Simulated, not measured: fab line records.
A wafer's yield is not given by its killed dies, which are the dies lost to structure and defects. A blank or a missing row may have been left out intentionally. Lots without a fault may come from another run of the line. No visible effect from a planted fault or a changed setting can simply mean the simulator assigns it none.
fab line records	flow n5Finfet
record: lots: 5	wafers: 15	lastDay: 17
route steps=1938 shown BEOL_M2@879 BEOL_M4@1111 PASSIVATION@1936
lots untouched by any fault: they come from a run of this same line in which no faults occurred
startH: start of the lot's first displayed wafer, in hours after the record's first day	waitH: hours elapsed since this lot's preceding step	" same as the row above	L1.1+2: one row covering several wafers at once	- no value, or no start was given	* or withheld: withheld	< > ~ a bound
route shown NAME@n: NAME is a module with steps in the file, n the number in the route of the first one	usual: average and standard deviation across the fault-free wafers	same: alike in all rows	chamber/n: place in a boat	sites: readings site by site	_std_site: how widely they spread, as a standard deviation	_edge_site: inner sites' mean taken away from outer sites' mean	radiusMm: how far each site lies from the wafer's centre	mask NAME#n: copy n	behind: the last tool/chamber to shape the wafer	hold: reason for holding the lot/hours on hold/outcome of the hold	device: names the non-switching transistor (n, p or np)	end of line: at the end of the route, the tests of the same wafers	where a step has no rows: the recipe by itself	killed: not the wafer's yield, but the dies lost to structure and defects at the first sort	map: shows each die of a wafer: x if killed, . if not, _ if none is there
set.NAME: setting as actually run; set.NAME@STEP: the setting as run at that earlier step	model.NAME: the simulator's own value behind a step, which no gauge read
certain route steps with their lots: each step a table, each wafer a row
services: when a tool's chamber went out of use (startH, in hours from the record's first day, below 0 if earlier), for how many hours, and the reason
== steps ==
step: N5_BEOL_M2_DESCUM_33
recipe: chemistry: O2	timeS: 7	sourcePowerW: 50	biasPowerW: 20	pressureMtorr: 20	rfFrequencyHz: 2.712e+07	tempC: 40	resist: CAR-EUV	o2FlowSccm: 225
step: N5_BEOL_M2_ETCH_77
recipe: chemistry: N2/H2	target: underlayer	targetDepthA: 65	maskMaterial: CAR-EUV	timeS: 5.2	ionEnergyEv: 200	pressureMtorr: 30	sourceW: 840	biasW: 150	n2FlowSccm: 200	h2FlowSccm: 200	ends: cleared
step: N5_BEOL_M2_ETCH_69
recipe: chemistry: CF4	target: SiARC	targetDepthA: 156	maskMaterial: CAR-EUV	timeS: 26	ionEnergyEv: 80	pressureMtorr: 40	sourceW: 545	biasW: 36	Ar_flow_sccm: 100	cf4FlowSccm: 100	ends: cleared
step: N5_BEOL_M2_ALD_98
recipe: material: SiO2	targetThkA: 25	tempC: 100	aldPrecursorFamily: BDEAS	aldCoReactant: O2-plasma	pulseTimeS: 1	coReactantPulseTimeS: 1	purgeTimeS: 2	coReactantPurgeTimeS: 2	aldCycles: 17	pressureTorr: 2
step: N5_BEOL_M2_ETCHBACK_99
recipe: chemistry: CHF3	target: SiO2	targetDepthA: 50	timeS: 10.4	sourceW: 215	biasW: 47	Ar_flow_sccm: 200	CHF3_flow_sccm: 12	ionEnergyEv: 100	pressureMtorr: 30
step: N5_BEOL_M2_ETCH_70
recipe: chemistry: N2/H2	target: SOC	targetDepthA: 800	overetchA: 240	maskMaterial: SiARC	tempC: 40	timeS: 130	ionEnergyEv: 200	pressureMtorr: 30	sourceW: 840	biasW: 150	n2FlowSccm: 200	h2FlowSccm: 200
step: N5_BEOL_M2_STRIP_71
recipe: chemistry: N2/H2	tempC: 40	n2FlowSccm: 200	h2FlowSccm: 200	rfFrequencyHz: 6e+07
step: N5_BEOL_M2_STRIP_78
recipe: chemistry: N2/H2	tempC: 40	n2FlowSccm: 200	h2FlowSccm: 200	rfFrequencyHz: 6e+07
step: N5_BEOL_M2_VIA_ETCH_34
recipe: chemistry: C4F6/O2	targetDepthA: 694	maskMaterial: SOC	pressureMtorr: 15	ionEnergyEv: 250	taperDeg: 4	timeS: 65.9	sourceW: 350	biasW: 170	Ar_flow_sccm: 300	C4F6_flow_sccm: 10	O2_flow_sccm: 10
step: N5_BEOL_M2_STRIP_83
recipe: chemistry: C4F6/O2	resist: SiARC	rfFrequencyHz: 6e+07
step: N5_BEOL_M2_STRIP_36
recipe: chemistry: N2/H2	powerW: 450	tempC: 40	pressureMtorr: 20	rfFrequencyHz: 6e+07	overashFraction: 0.3	biasPowerW: 7	h2Frac: 0.5	n2FlowSccm: 200	h2FlowSccm: 200
step: N5_BEOL_M2_TRENCH_ETCH_37
recipe: chemistry: C4F6/O2	targetDepthA: 555.55	target: SiOC	timeS: 29.2	ionEnergyEv: 250	pressureMtorr: 30	sourceW: 355	biasW: 185	Ar_flow_sccm: 300	C4F6_flow_sccm: 10	O2_flow_sccm: 10
step: N5_BEOL_M2_ETCH_41
recipe: chemistry: CH3F/O2	target: SiCN	targetDepthA: 299	taperDeg: 2	timeS: 52.5	ionEnergyEv: 120	maskMaterial: TiN	pressureMtorr: 30	sourceW: 395	biasW: 75	Ar_flow_sccm: 150	CH3F_flow_sccm: 30	O2_flow_sccm: 20
usual: CH3F_flow_sccm: 29.99/0.086	O2_flow_sccm: 20.00/0.063	drypumpMotorCurrentA: 5.6/0.44	oesProductAu: 0.82/0.083	rfVppV: 297.2/1.4	showerheadPlenumPTorr: 1.99/0.06	throttleValvePct: 16.25/0.29
lot.wafer	tool	chamber	startH	waitH	CH3F_flow_sccm	O2_flow_sccm	drypumpMotorCurrentA	oesProductAu	rfHoursCounterH	rfVppV	showerheadPlenumPTorr	throttleValvePct
L887.1	rieDiel-01	3	220.57	-	30.09	20.14	5.2	0.84	65	296.4	1.95	16.37
L887.3	"	2	"	"	30.05	20.00	5.8	0.69	242	296.7	1.96	16.74
L887.4	"	0	"	"	29.91	19.96	5.1	0.81	86	296.6	1.95	16.07
L888.3	rieDiel-01	3	225.08	-	-	-	-	-	-	-	-	-
L888.4	"	1	"	"	-	-	-	-	-	-	-	-
L888.5	"	2	"	"	-	-	-	-	-	-	-	-
L886.2	rieDiel-03	2	225.26	-	-	-	-	-	-	-	-	-
L886.5	"	3	"	"	-	-	-	-	-	-	-	-
L886.6	"	2	"	"	-	-	-	-	-	-	-	-
L889.2	rieDiel-01	1	229.89	-	-	-	-	-	-	-	-	-
L889.4	"	2	"	"	-	-	-	-	-	-	-	-
L889.6	"	0	"	"	-	-	-	-	-	-	-	-
L896.3	rieDiel-03	0	269.02	-	30.03	20.06	5.5	0.96	15	299.2	2.13	15.78
L896.4	"	2	"	"	30.04	20.06	5.9	0.84	71	296.0	1.94	16.23
L896.6	"	0	"	"	30.06	20.05	5.5	0.96	-	300.1	2.13	15.79
step: N5_BEOL_M2_STRIP_97
recipe: chemistry: N2/H2	timeS: 10	powerW: 450	tempC: 40	pressureMtorr: 20	rfFrequencyHz: 6e+07	biasPowerW: 7	n2FlowSccm: 200	h2FlowSccm: 200
step: N5_BEOL_M4_RC_MEAS_101
usual: DIBL_N: 37.1/1.9	DIBL_P: 37.2/2.3	IOFF_N: 0.18/0.04	IOFF_P: 0.23/0.044	ION_N: 682/11	ION_P: 468/8.6	SS_N: 71.9/0.68	SS_P: 73.5/0.74	VT_N: 248/3.4	VT_P: -248/3.4
lot.wafer	tool	chamber	startH	waitH	DIBL_N[mV/V]	DIBL_P[mV/V]	IOFF_N[nA/um]	IOFF_P[nA/um]	ION_N[uA/um]	ION_P[uA/um]	SS_N[mV/dec]	SS_P[mV/dec]	VT_N[mV]	VT_P[mV]
L887.1	prober-01	0	242.52	0.0	37.6	37.1	0.19	0.27	696	482	71.1	73.2	243	-244
L887.3	"	0	"	"	39.1	38.0	0.21	0.27	678	468	71.9	73.6	245	-246
L887.4	"	0	"	"	36.7	37.4	0.18	0.27	688	485	71.4	73.3	246	-246
L896.3	prober-01	0	295.12	0.3	34.1	35.1	0.15	0.22	681	469	71.5	73.1	248	-245
L896.4	"	0	"	"	37.2	37.9	0.20	0.26	678	460	73.0	73.6	248	-246
L896.6	"	0	"	"	35.9	37.0	0.18	0.25	687	474	71.4	73.4	249	-245
step: N5_PASSIVATION_PROBE_49
usual: defectLimitedYield: 91.5/1.4	killed_at_M0_to_M3: 32/9.7	killed_at_M4_up: 14/5.3	killedAtContacts: 11/6	killedAtFrontEnd: 39/14	killedAtOther: 3.3/2.7	killedDies: 100/17	killedOnRim: 14/4	killedOpen: 66/13	killedShort: 32/7.4	sort_bin_5_function: 4.9/0.9	sort_bin_6_memory: 3.2/0.72	sortNPass: 1080/17	sortYieldPct: 91.5/1.4
same: grossDies: 1180	killedAtBackSide: 0	sort_bin_4_leakage[%]: 0	sort_bin_8_speed[%]: 0
lot.wafer	tool	chamber	startH	waitH	defectLimitedYield[%]	killed_at_M0_to_M3	killed_at_M4_up	killedAtContacts	killedAtFrontEnd	killedAtOther	killedDies	killedOnRim	killedOpen	killedShort	sort_bin_5_function[%]	sort_bin_6_memory[%]	sortNPass	sortYieldPct[%]
L887.1	prober-01	-	337.39	0.0	92.5	20	14	16	37	2	89	18	55	34	4.7	2.7	1091	92.5
L887.3	prober-01	-	337.49	0.1	91.9	32	14	8	37	4	95	14	67	28	4.7	3.0	1085	91.9
L887.4	prober-01	-	337.54	0.2	91.6	24	18	4	49	4	99	20	66	32	4.7	3.6	1081	91.6
L888.3	prober-01	-	342.84	0.1	0	1110	12	15	40	3	1180	152	46	46	96.7	2.9	0	0
L888.4	prober-01	-	342.89	0.2	0	1109	13	22	31	5	1180	152	64	27	96.9	2.5	0	0
L888.5	prober-01	-	342.94	0.2	0	1106	9	25	35	5	1180	152	73	29	96.6	3.3	0	0
L886.2	prober-02	-	351.42	0.1	0	1103	13	2	47	15	1180	152	86	31	97.0	2.8	0	0
L886.5	prober-02	-	351.57	0.2	0	1106	17	4	47	6	1180	152	75	31	96.8	3.1	0	0
L886.6	prober-02	-	351.62	0.3	0	1138	6	6	28	2	1180	152	64	29	96.9	3.0	0	0
L889.2	prober-02	-	355.61	0.1	0	1114	10	20	36	0	1180	152	66	31	96.8	3.1	0	0
L889.4	prober-02	-	355.71	0.2	0	1107	8	13	49	3	1180	152	64	39	95.3	4.4	0	0
L889.6	prober-02	-	355.81	0.3	0	1117	9	15	37	2	1180	152	68	21	97.3	2.4	0	0
killed by level:class
L887.1 MOL_CONTACT_COAG:geometricParticle:open=14 GATE_CUT:geometricParticle:short=9 FIN_SAQP:geometricParticle:short=7 STI_FIN_REVEAL:geometricParticle:open=7 BEOL_M0_SAQP:geometricParticle:open=7 FIN_SAQP:geometricParticle:open=4 BEOL_M4:geometricParticle:open=4 BEOL_M2:geometricParticle:open=4
L887.3 BEOL_M0_SAQP:geometricParticle:open=13 STI_FIN_REVEAL:geometricParticle:open=10 FIN_SAQP:geometricParticle:short=9 MOL_CONTACT_COAG:geometricParticle:open=7 BEOL_M3:geometricParticle:open=6 FIN_SAQP:geometricParticle:open=5 BEOL_M0_SAQP:geometricParticle:short=5 GATE_CUT:geometricParticle:short=4
L887.4 FIN_SAQP:geometricParticle:short=16 FIN_SAQP:geometricParticle:open=16 STI_FIN_REVEAL:geometricParticle:open=9 BEOL_M4:geometricParticle:open=9 BEOL_M0_SAQP:geometricParticle:open=7 BEOL_M0_SAQP:geometricParticle:short=6 BEOL_M3:geometricParticle:open=5 MOL_CONTACT_COAG:geometricParticle:open=4
L888.3 BEOL_M2:areaEtch=1088 FIN_SAQP:geometricParticle:short=12 GATE_CUT:geometricParticle:short=11 MOL_CONTACT_COAG:geometricParticle:open=9 BEOL_M2:geometricParticle:open=6 MOL_CONTACT_COAG:geometricParticle:short=6 BEOL_M2:geometricParticle:short=4 BEOL_M3:geometricParticle:open=4
L888.4 BEOL_M2:areaEtch=1089 MOL_CONTACT_COAG:geometricParticle:open=19 STI_FIN_REVEAL:geometricParticle:open=5 DUMMY_GATE:geometricParticle:open=4 BEOL_M2:geometricParticle:open=4 BEOL_M3:geometricParticle:open=4 BEOL_M4:geometricParticle:open=4 PAD_METAL:geometricParticle:open=4
L888.5 BEOL_M2:areaEtch=1078 MOL_CONTACT_COAG:geometricParticle:open=21 BEOL_M2:geometricParticle:open=12 FIN_SAQP:geometricParticle:open=8 BEOL_M0_SAQP:geometricParticle:short=6 BEOL_M4:geometricParticle:open=4 FIN_SAQP:geometricParticle:short=4 MOL_CONTACT_COAG:geometricParticle:short=4
L886.2 BEOL_M2:areaEtch=1063 BEOL_M0_SAQP:geometricParticle:short=10 FIN_SAQP:geometricParticle:short=9 FIN_SAQP:geometricParticle:open=8 STI_FIN_REVEAL:geometricParticle:open=8 BEOL_M0_SAQP:geometricParticle:open=8 BEOL_M1:geometricParticle:open=8 BEOL_M3:geometricParticle:open=8
L886.5 BEOL_M2:areaEtch=1074 DUMMY_GATE:geometricParticle:open=16 BEOL_M3:geometricParticle:open=14 FIN_SAQP:geometricParticle:short=6 STI_FIN_REVEAL:geometricParticle:open=6 BEOL_M0_SAQP:geometricParticle:short=6 BEOL_M4:geometricParticle:open=5 DUMMY_GATE:geometricParticle:short=4
L886.6 BEOL_M2:areaEtch=1087 BEOL_M0_SAQP:geometricParticle:open=10 BEOL_M3:geometricParticle:open=10 BEOL_M0_SAQP:geometricParticle:short=8 BEOL_M2:geometricParticle:open=7 BEOL_M1:geometricParticle:open=5 MOL_CONTACT_COAG:geometricParticle:open=5 FIN_SAQP:geometricParticle:open=4
L889.2 BEOL_M2:areaEtch=1082 MOL_CONTACT_COAG:geometricParticle:open=16 BEOL_M0_SAQP:geometricParticle:open=10 STI_FIN_REVEAL:geometricParticle:open=9 BEOL_M2:geometricParticle:open=9 BEOL_M0_SAQP:geometricParticle:short=7 STARTING-WAFER:geometricParticle:short=6 BEOL_M4:geometricParticle:open=6
L889.4 BEOL_M2:areaEtch=1077 STI_FIN_REVEAL:geometricParticle:open=23 BEOL_M0_SAQP:geometricParticle:open=11 BEOL_M0_SAQP:geometricParticle:short=11 STI_FIN_REVEAL:geometricParticle:short=9 MOL_CONTACT_COAG:geometricParticle:open=8 MOL_CONTACT_COAG:geometricParticle:short=5 BEOL_M3:geometricParticle:open=4
L889.6 BEOL_M2:areaEtch=1089 STI_FIN_REVEAL:geometricParticle:open=14 MOL_CONTACT_COAG:geometricParticle:open=14 BEOL_M0_SAQP:geometricParticle:open=11 FIN_SAQP:geometricParticle:open=6 BEOL_M0_SAQP:geometricParticle:short=6 BEOL_M4:geometricParticle:open=6 FIN_SAQP:geometricParticle:short=4
map L886.2 (x killed, . not)
_________________xxxxxxxxxxxx________________
______________xxxxxxxxxxxxxxxxxx_____________
___________xxxxxxxxxxxxxxxxxxxxxxxx__________
__________xxxxxxxxxxxxxxxxxxxxxxxxxx_________
________xxxxxxxxxxxxxxxxxxxxxxxxxxxxxx_______
_______xxxxxxxxxxxxxxxxxxxxxxxxxxxxxxxx______
______xxxxxxxxxxxxxxxxxxxxxxxxxxxxxxxxxx_____
_____xxxxxxxxxxxxxxxxxxxxxxxxxxxxxxxxxxxx____
____xxxxxxxxxxxxxxxxxxxxxxxxxxxxxxxxxxxxxx___
___xxxxxxxxxxxxxxxxxxxxxxxxxxxxxxxxxxxxxxxx__
___xxxxxxxxxxxxxxxxxxxxxxxxxxxxxxxxxxxxxxxx__
__xxxxxxxxxxxxxxxxxxxxxxxxxxxxxxxxxxxxxxxxxx_
__xxxxxxxxxxxxxxxxxxxxxxxxxxxxxxxxxxxxxxxxxx_
_xxxxxxxxxxxxxxxxxxxxxxxxxxxxxxxxxxxxxxxxxxxx
_xxxxxxxxxxxxxxxxxxxxxxxxxxxxxxxxxxxxxxxxxxxx
_xxxxxxxxxxxxxxxxxxxxxxxxxxxxxxxxxxxxxxxxxxxx
_xxxxxxxxxxxxxxxxxxxxxxxxxxxxxxxxxxxxxxxxxxxx
_xxxxxxxxxxxxxxxxxxxxxxxxxxxxxxxxxxxxxxxxxxxx
_xxxxxxxxxxxxxxxxxxxxxxxxxxxxxxxxxxxxxxxxxxxx
_xxxxxxxxxxxxxxxxxxxxxxxxxxxxxxxxxxxxxxxxxxxx
_xxxxxxxxxxxxxxxxxxxxxxxxxxxxxxxxxxxxxxxxxxxx
__xxxxxxxxxxxxxxxxxxxxxxxxxxxxxxxxxxxxxxxxxx_
__xxxxxxxxxxxxxxxxxxxxxxxxxxxxxxxxxxxxxxxxxx_
___xxxxxxxxxxxxxxxxxxxxxxxxxxxxxxxxxxxxxxxx__
___xxxxxxxxxxxxxxxxxxxxxxxxxxxxxxxxxxxxxxxx__
____xxxxxxxxxxxxxxxxxxxxxxxxxxxxxxxxxxxxxx___
_____xxxxxxxxxxxxxxxxxxxxxxxxxxxxxxxxxxxx____
______xxxxxxxxxxxxxxxxxxxxxxxxxxxxxxxxxx_____
_______xxxxxxxxxxxxxxxxxxxxxxxxxxxxxxxx______
________xxxxxxxxxxxxxxxxxxxxxxxxxxxxxx_______
__________xxxxxxxxxxxxxxxxxxxxxxxxxx_________
___________xxxxxxxxxxxxxxxxxxxxxxxx__________
______________xxxxxxxxxxxxxxxxxx_____________
_________________xxxxxxxxxxxx________________
map L888.3 (x killed, . not)
_________________xxxxxxxxxxxx________________
______________xxxxxxxxxxxxxxxxxx_____________
___________xxxxxxxxxxxxxxxxxxxxxxxx__________
__________xxxxxxxxxxxxxxxxxxxxxxxxxx_________
________xxxxxxxxxxxxxxxxxxxxxxxxxxxxxx_______
_______xxxxxxxxxxxxxxxxxxxxxxxxxxxxxxxx______
______xxxxxxxxxxxxxxxxxxxxxxxxxxxxxxxxxx_____
_____xxxxxxxxxxxxxxxxxxxxxxxxxxxxxxxxxxxx____
____xxxxxxxxxxxxxxxxxxxxxxxxxxxxxxxxxxxxxx___
___xxxxxxxxxxxxxxxxxxxxxxxxxxxxxxxxxxxxxxxx__
___xxxxxxxxxxxxxxxxxxxxxxxxxxxxxxxxxxxxxxxx__
__xxxxxxxxxxxxxxxxxxxxxxxxxxxxxxxxxxxxxxxxxx_
__xxxxxxxxxxxxxxxxxxxxxxxxxxxxxxxxxxxxxxxxxx_
_xxxxxxxxxxxxxxxxxxxxxxxxxxxxxxxxxxxxxxxxxxxx
_xxxxxxxxxxxxxxxxxxxxxxxxxxxxxxxxxxxxxxxxxxxx
_xxxxxxxxxxxxxxxxxxxxxxxxxxxxxxxxxxxxxxxxxxxx
_xxxxxxxxxxxxxxxxxxxxxxxxxxxxxxxxxxxxxxxxxxxx
_xxxxxxxxxxxxxxxxxxxxxxxxxxxxxxxxxxxxxxxxxxxx
_xxxxxxxxxxxxxxxxxxxxxxxxxxxxxxxxxxxxxxxxxxxx
_xxxxxxxxxxxxxxxxxxxxxxxxxxxxxxxxxxxxxxxxxxxx
_xxxxxxxxxxxxxxxxxxxxxxxxxxxxxxxxxxxxxxxxxxxx
__xxxxxxxxxxxxxxxxxxxxxxxxxxxxxxxxxxxxxxxxxx_
__xxxxxxxxxxxxxxxxxxxxxxxxxxxxxxxxxxxxxxxxxx_
___xxxxxxxxxxxxxxxxxxxxxxxxxxxxxxxxxxxxxxxx__
___xxxxxxxxxxxxxxxxxxxxxxxxxxxxxxxxxxxxxxxx__
____xxxxxxxxxxxxxxxxxxxxxxxxxxxxxxxxxxxxxx___
_____xxxxxxxxxxxxxxxxxxxxxxxxxxxxxxxxxxxx____
______xxxxxxxxxxxxxxxxxxxxxxxxxxxxxxxxxx_____
_______xxxxxxxxxxxxxxxxxxxxxxxxxxxxxxxx______
________xxxxxxxxxxxxxxxxxxxxxxxxxxxxxx_______
__________xxxxxxxxxxxxxxxxxxxxxxxxxx_________
___________xxxxxxxxxxxxxxxxxxxxxxxx__________
______________xxxxxxxxxxxxxxxxxx_____________
_________________xxxxxxxxxxxx________________
== services ==
tool	chamber	startH	hours	kind
rieDiel-01	2	242.59	-	clean
rieDiel-01	2	242.59	-	consumableReplace:focusRing
rieDiel-01	2	242.59	22.9	scheduledDown
rieDiel-01	2	242.59	22.9	ventCycle
== key ==
firstSign: step: N5_BEOL_M2_ETCH_41	reading: toolRecord	direction: missing
effect: step: N5_PASSIVATION_PROBE_49	reading: killed_at_M0_to_M3	direction: up	sigmas: 99+	usual: 32	struck: 1112
moreKillsBornAt: N5_BEOL_M2_ETCH_41@rieDiel-01: 6503	N5_BEOL_M2_ETCH_41@rieDiel-03: 3224
metAt N5_BEOL_M2_ETCH_41
struckWafers L886.2,L886.5,L886.6,L888.3,L888.4,L888.5,L889.2,L889.4,L889.6
laterRowsLeftOut L886.2,L886.5,L886.6,L888.3,L888.4,L888.5,L889.2,L889.4,L889.6
onsetBetween 220.57 225.08
fault: kind: skippedStepWhole	tool: rieDiel-01,rieDiel-03	chamber: -	onsetH: 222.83	steps: N5_BEOL_M2_ETCH_41	scope: struckLotsOnly
laterRowsLeftOut: the simulator's readings of these wafers behind a module that went badly wrong aren't trusted and aren't shown, but for the sort
